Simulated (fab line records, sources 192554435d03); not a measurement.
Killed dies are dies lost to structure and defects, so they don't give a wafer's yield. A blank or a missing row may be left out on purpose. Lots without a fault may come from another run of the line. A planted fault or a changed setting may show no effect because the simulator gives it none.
Which tool did it? | flow n5_finfet | 9 lots, 27 wafers sampled, at 5 steps of a route of 1938

WHAT THE GAUGES READ, wafer by wafer
N5_SD_EPI_N_EPI_MEAS_23. Usual: thk_nm 59.2 nm, standard deviation 1.2.
lot  | measured    | on            | thk_nm (nm)    | flag
L836 | day 3 05:59 | film_metro-02 | 58.0 56.7 58.5 |
L838 | day 3 16:00 | film_metro-02 | 60.2 57.3 59.5 |
L839 | day 3 23:02 | film_metro-01 | 59.3 60.1 59.2 |
L843 | day 5 00:14 | film_metro-01 | 58.8 58.6 60.4 |
L848 | day 6 07:39 | film_metro-01 | 59.4 59.5 60.1 |
L853 | day 7 12:10 | film_metro-02 | 58.7 58.4 58.7 |
L854 | day 7 15:55 | film_metro-01 | 60.0 61.8 58.6 |
L856 | day 8 04:31 | film_metro-01 | 60.5 57.7 59.2 |
L857 | day 8 08:58 | film_metro-01 | 59.3 60.5 59.6 |

N5_BEOL_M4_RC_MEAS_101. Usual: DIBL_N 36.3 mV/V, standard deviation 1.8; DIBL_P 36.5 mV/V, standard deviation 2.1; IOFF_N 0.16 nA/um, standard deviation 0.031; IOFF_P 0.22 nA/um, standard deviation 0.038; ION_N 677 uA/um, standard deviation 12; ION_P 466 uA/um, standard deviation 7.8; SS_N 71.5 mV/dec, standard deviation 0.61; SS_P 73.2 mV/dec, standard deviation 0.7; VT_N 249 mV, standard deviation 3; VT_P -248.9 mV, standard deviation 3.
lot  | measured     | on        | DIBL_N (mV/V)  | DIBL_P (mV/V)  | IOFF_N (nA/um) | IOFF_P (nA/um) | ION_N (uA/um) | ION_P (uA/um) | SS_N (mV/dec)  | SS_P (mV/dec)  | VT_N (mV)   | VT_P (mV)            | flag
L836 | day 8 19:02  | prober-02 | 34.6 36.4 34.8 | 35.1 37.0 34.2 | 0.14 0.17 0.13 | 0.22 0.24 0.21 | 676 682 662   | 472 474 464   | 71.2 70.5 71.4 | 73.5 73.3 72.3 | 251 246 252 | -245.7 -246.0 -249.5 |
L838 | day 9 08:14  | prober-02 | 38.2 36.2 39.2 | 38.6 36.3 38.9 | 0.20 0.17 0.22 | 0.24 0.20 0.27 | 693 688 691   | 464 462 466   | 72.0 71.4 72.4 | 73.6 72.0 73.8 | 247 250 244 | -246.9 -250.2 -246.2 |
L839 | day 9 09:10  | prober-02 | 35.9 36.7 36.4 | 36.8 37.7 37.2 | 0.15 0.17 0.16 | 0.20 0.22 0.20 | 667 664 687   | 456 459 463   | 72.2 72.4 71.9 | 73.3 73.4 73.5 | 250 252 248 | -249.2 -251.5 -251.7 |
L843 | day 10 01:01 | prober-02 | 35.5 34.6 39.3 | 37.0 35.8 42.0 | 0.17 0.15 0.28 | 0.27 0.24 0.38 | 689 687 708   | 478 480 488   | 71.1 71.0 72.2 | 73.5 72.2 73.6 | 246 249 238 | -243.1 -246.4 -240.6 |
L848 | day 11 09:18 | prober-01 | 37.9 34.4 35.5 | 38.5 33.2 34.8 | 0.17 0.11 0.13 | 0.26 0.18 0.20 | 681 655 670   | 468 456 465   | 71.8 70.1 70.9 | 73.0 71.7 72.9 | 249 257 253 | -246.4 -253.3 -249.0 |
L853 | day 12 17:38 | prober-01 | 35.2 35.4 36.0 | 34.0 34.4 35.0 | 0.14 0.14 0.16 | 0.20 0.20 0.22 | 668 670 685   | 466 470 478   | 71.4 70.9 71.8 | 72.5 72.0 72.4 | 251 250 248 | -248.6 -248.9 -248.1 |
L854 | day 12 17:35 | prober-02 | 34.9 37.3 34.2 | 35.1 38.4 34.0 | 0.15 0.20 0.14 | 0.21 0.25 0.18 | 681 686 664   | 469 470 462   | 71.1 71.6 71.3 | 72.8 73.8 72.1 | 247 247 251 | -249.8 -248.2 -254.4 |
L856 | day 13 12:35 | prober-02 | 33.1 34.5 35.5 | 33.0 34.4 35.7 | 0.12 0.14 0.16 | 0.19 0.21 0.23 | 661 685 669   | 466 470 469   | 70.7 70.8 70.9 | 71.9 73.4 72.7 | 255 251 248 | -247.7 -247.6 -248.0 |
L857 | day 13 19:41 | prober-02 | 32.2 32.5 33.8 | 32.2 32.5 33.8 | 0.10 0.11 0.12 | 0.15 0.15 0.17 | 641 671 650   | 449 462 453   | 70.8 70.4 70.7 | 72.1 72.4 72.5 | 256 255 253 | -254.0 -252.8 -252.0 |

WHICH TOOL RAN EACH LOT (tool, then ch and the chambers of the sampled wafers, then the start)
lot  | N5_SPACER0_ALD_08                | N5_SD_EPI_N_ETCH_34               | N5_SD_EPI_N_PRECLEAN_49
L836 | ald_sin-03 ch 1,2, day 3 02:04   | rie_diel-05 ch 0,1,2, day 3 02:37 | remote_plasma-01 ch 1, day 3 06:07
L838 | ald_sin-01 ch 0,2,3, day 3 11:44 | rie_diel-02 ch 0,3, day 3 12:25   | remote_plasma-01 ch 0, day 3 16:08
L839 | ald_sin-01 ch 0,2,3, day 3 18:43 | rie_diel-02 ch 0,3, day 3 19:40   | remote_plasma-02 ch 0, day 3 23:08
L843 | ald_sin-04 ch 0,1, day 4 20:04   | rie_diel-02 ch 2,3, day 4 20:37   | remote_plasma-02 ch 0, day 5 00:22
L848 | ald_sin-03 ch 0,1,3, day 6 03:44 | rie_diel-02 ch 2,3, day 6 04:17   | remote_plasma-02 ch 0, day 6 07:49
L853 | ald_sin-01 ch 0,1, day 7 07:31   | rie_diel-01 ch 0,1,3, day 7 08:05 | remote_plasma-02 ch 1, day 7 12:16
L854 | ald_sin-03 ch 0,2,3, day 7 12:00 | rie_diel-01 ch 2,3, day 7 12:33   | remote_plasma-01 ch 0, day 7 16:06
L856 | ald_sin-01 ch 0,3, day 8 00:10   | rie_diel-02 ch 0,1,3, day 8 01:08 | remote_plasma-01 ch 0, day 8 04:39
L857 | ald_sin-01 ch 1,3, day 8 05:03   | rie_diel-05 ch 0,1, day 8 05:36   | remote_plasma-01 ch 1, day 8 09:04
- N5_SPACER0_ALD_08: deposits SiNx, target thk 2 nm.
- N5_SD_EPI_N_ETCH_34: etches SiARC in CF4, target depth 45.5 nm, time 75.8 s.
- N5_SD_EPI_N_PRECLEAN_49: cleans in NF3:NH3, afs cycles 1, time 20 s, sublimation time 60 s.

WHAT THE TOOLS THEMSELVES READ (means of the sampled wafers that have a number; where no wafer has one, the mark that the record gives instead)
N5_SPACER0_ALD_08. Usual: heater_power_w 867 W, standard deviation 74; susceptor_temp_C 399.99 C, standard deviation 0.23.
lot  | tool       | heater_power_w (W) | susceptor_temp_C (C) | flag
L836 | ald_sin-03 | 837                | 400.00               |
L838 | ald_sin-01 | 870                | 400.09               |
L839 | ald_sin-01 | 879                | 399.67               |
L843 | ald_sin-04 | 843                | 400.15               |
L848 | ald_sin-03 | 855                | 399.81               |
L853 | ald_sin-01 | 803                | 400.05               |
L854 | ald_sin-03 | 835                | 400.07               |
L856 | ald_sin-01 | 841                | 400.02               |
L857 | ald_sin-01 | 801                | 400.08               |

N5_SD_EPI_N_ETCH_34. Usual: drypump_motor_current_A 5.9 A, standard deviation 0.5; etch_rf_on_time_s 75.3 s, standard deviation 1.8; oes_product_au 0.66 a.u., standard deviation 0.074; rf_vpp_V 184.3 V, standard deviation 1.3; showerhead_plenum_p_Torr 2.17 Torr, standard deviation 0.078; throttle_valve_pct 15.55 %, standard deviation 0.23.
lot  | tool        | drypump_motor_current_A (A) | etch_rf_on_time_s (s) | oes_product_au (a.u.) | rf_vpp_V (V) | showerhead_plenum_p_Torr (Torr) | throttle_valve_pct (%) | flag
L836 | rie_diel-05 | 5.9                         | 75.9                  | 0.62                  | 185.0        | 2.19                            | 15.61                  |
L838 | rie_diel-02 | 6.1                         | 76.7                  | 0.62                  | 185.0        | 2.17                            | 15.56                  |
L839 | rie_diel-02 | 6.2                         | 76.3                  | 0.62                  | 183.0        | 2.17                            | 15.56                  |
L843 | rie_diel-02 | 5.9                         | 74.3                  | 0.82                  | 185.2        | 2.25                            | 15.53                  |
L848 | rie_diel-02 | 5.9                         | 73.5                  | 0.79                  | 185.1        | 2.25                            | 15.56                  |
L853 | rie_diel-01 | 6.0                         | 75.1                  | 0.70                  | 185.1        | 2.17                            | 15.53                  |
L854 | rie_diel-01 | 5.0                         | 75.1                  | 0.70                  | 184.3        | 2.09                            | 15.44                  |
L856 | rie_diel-02 | 6.3                         | 75.1                  | 0.73                  | 185.2        | 2.26                            | 15.42                  |
L857 | rie_diel-05 | 6.0                         | 76.3                  | 0.59                  | 184.1        | 2.18                            | 15.75                  |

N5_SD_EPI_N_PRECLEAN_49. Usual: rf_power_w 30.01 W, standard deviation 0.086; temp_c 30.00 C, standard deviation 0.13.
lot  | tool             | rf_power_w (W) | temp_c (C) | flag
L836 | remote_plasma-01 | 30.10          | 30.08      |
L838 | remote_plasma-01 | 29.98          | 29.93      |
L839 | remote_plasma-02 | 29.99          | 30.09      |
L843 | remote_plasma-02 | 30.01          | 30.02      |
L848 | remote_plasma-02 | 29.98          | 30.15      |
L853 | remote_plasma-02 | 29.90          | 29.99      |
L854 | remote_plasma-01 | 29.94          | 29.94      |
L856 | remote_plasma-01 | 29.88          | 30.03      |
L857 | remote_plasma-01 | 30.07          | 30.14      |

THE ANSWER, worked out from the rows above alone
Rule: a lot is off if the mean of its wafers that have a number lies more than 3 standard deviations from the usual mean. A lot without any number at a reading at which 4 lots or more have one is off too. The other lots that the step has rows for count as sound. The gauges are gone through in route order, then the tools' own readings, and for those a lot's mean is taken as printed above. The first step at which some lot is off is used, and at that step the reading that is off furthest; a lot without a number counts as furthest.
No lot is off at any reading shown: from this, nothing can be told.

WHAT THE SIMULATOR HAD PUT IN
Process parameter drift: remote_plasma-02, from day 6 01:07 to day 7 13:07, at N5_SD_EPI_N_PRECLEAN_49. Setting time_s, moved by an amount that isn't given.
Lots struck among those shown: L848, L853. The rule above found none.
